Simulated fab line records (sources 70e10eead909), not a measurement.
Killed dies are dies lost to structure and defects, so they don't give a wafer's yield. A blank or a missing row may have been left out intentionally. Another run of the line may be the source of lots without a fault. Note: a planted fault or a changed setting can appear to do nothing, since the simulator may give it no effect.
Which tool is to blame?	flow nand harc	Sampling: 7 lots, 20 wafers, 5 of 1302 route steps

== WHAT EACH GAUGE READ, for each wafer ==
NHARC_A_ONON_D2_THK_MEAS_21: measures by ellipsometry.
lot	measured	on	thk nm (nm)
L429	day 13 14:50	film metro-01	985 987 986
L432	day 14 10:14	film metro-01	1008 1010 1009
L434	day 15 05:20	film metro-01	1008 1011 1010
L436	day 16 02:28	film metro-02	1005 1007 1005
L439	day 17 08:09	film metro-02	1004 1005 1005
L444	day 19 14:05	film metro-02	988 1525
L447	day 20 12:19	film metro-01	991 991 1530

== TOOL THAT RAN EACH LOT (tool first, then ch and the chambers of the sampled wafers, then the start) ==
lot	NHARC_A_CHANNEL_FILL_D1_ALD_14	NHARC_A_CHANNEL_FILL_D1_ETCHBACK_19	NHARC_A_DECK1_JOINT_DEP_16	NHARC_A_ONON_D2_DEP_19
L429	ald hk-01 ch 1,3, day 9 20:38	rie si-03 ch 0,3, day 10 15:10	pecvd-02 ch 0,2, day 13 00:25	pecvd onon-04 ch 0, day 13 14:23
L432	ald hk-04 ch 0,2,3, day 10 19:43	rie si-05 ch 0,2, day 11 12:40	pecvd-01 ch 1,2, day 13 23:08	pecvd onon-01 ch 0, day 14 09:44
L434	ald hk-01 ch 0,1,2, day 11 15:53	rie si-05 ch 0,2,3, day 12 08:49	pecvd-03 ch 0,2, day 14 18:10	pecvd onon-04 ch 0, day 15 04:49
L436	ald hk-02 ch 1,2,3, day 12 10:31	rie si-01 ch 1,2,3, day 13 03:31	pecvd-01 ch 1,2, day 15 15:14	pecvd onon-01 ch 0, day 16 01:57
L439	ald hk-04 ch 0,1,3, day 13 17:23	rie si-03 ch 1,2, day 14 10:22	pecvd-03 ch 0,1, day 16 21:05	pecvd onon-04 ch 0, day 17 07:45
L444	ald hk-01 ch 1,2, day 15 17:51	rie si-05 ch 1,3, day 16 10:44	pecvd-02 ch 0,1, day 19 02:59	pecvd onon-04 ch 0, day 19 13:37
L447	ald hk-02 ch 2,3, day 16 19:58	rie si-01 ch 0,1,3, day 17 13:32	pecvd-02 ch 0,1,2, day 20 00:49	pecvd onon-04 ch 0, day 20 11:49
- NHARC_A_CHANNEL_FILL_D1_ALD_14: deposits SiO2, target thk 2.5 nm, pulse time 10 s, ald cycles 25.
- NHARC_A_CHANNEL_FILL_D1_ETCHBACK_19: etches the open film in HBr/Cl2, target depth 5 nm, time 1.7 s.
- NHARC_A_DECK1_JOINT_DEP_16: deposits SiO2, target thk 45 nm.
- NHARC_A_ONON_D2_DEP_19: target thk 1000 nm.

== THE ANSWER, worked out from the rows above alone ==
Rule: what is usual is taken from the lots themselves. The widest of any qualifying gaps counts: lots, ordered by their means at a reading, are off when they make up no more than a third of the lots, leave a main group of 4 or more, and stand apart from it by 3 or more times the standard deviation of that group's means. If all means in a main group match to the digits the tables above print for the reading, that group is not used. Also off: a lot with no number at a reading for which 4 or more lots have one. Where the step has rows for the other lots, those lots are counted as sound.
Off: L444, L447 (NHARC_A_ONON_D2_THK_MEAS_21, thk nm). The main group has a mean of 1003 nm with a standard deviation of 8.7.
If a tool, at a process step before that reading, ran all the lots that are off and no sound lot after the first of them, it fits. The gauges at NHARC_A_ONON_D2_THK_MEAS_21 are tried like those tools. Undecided on this evidence; 2 tools fit (pecvd-02 at NHARC_A_DECK1_JOINT_DEP_16, pecvd onon-04 at NHARC_A_ONON_D2_DEP_19).

== WHAT WAS PUT IN BY THE SIMULATOR ==
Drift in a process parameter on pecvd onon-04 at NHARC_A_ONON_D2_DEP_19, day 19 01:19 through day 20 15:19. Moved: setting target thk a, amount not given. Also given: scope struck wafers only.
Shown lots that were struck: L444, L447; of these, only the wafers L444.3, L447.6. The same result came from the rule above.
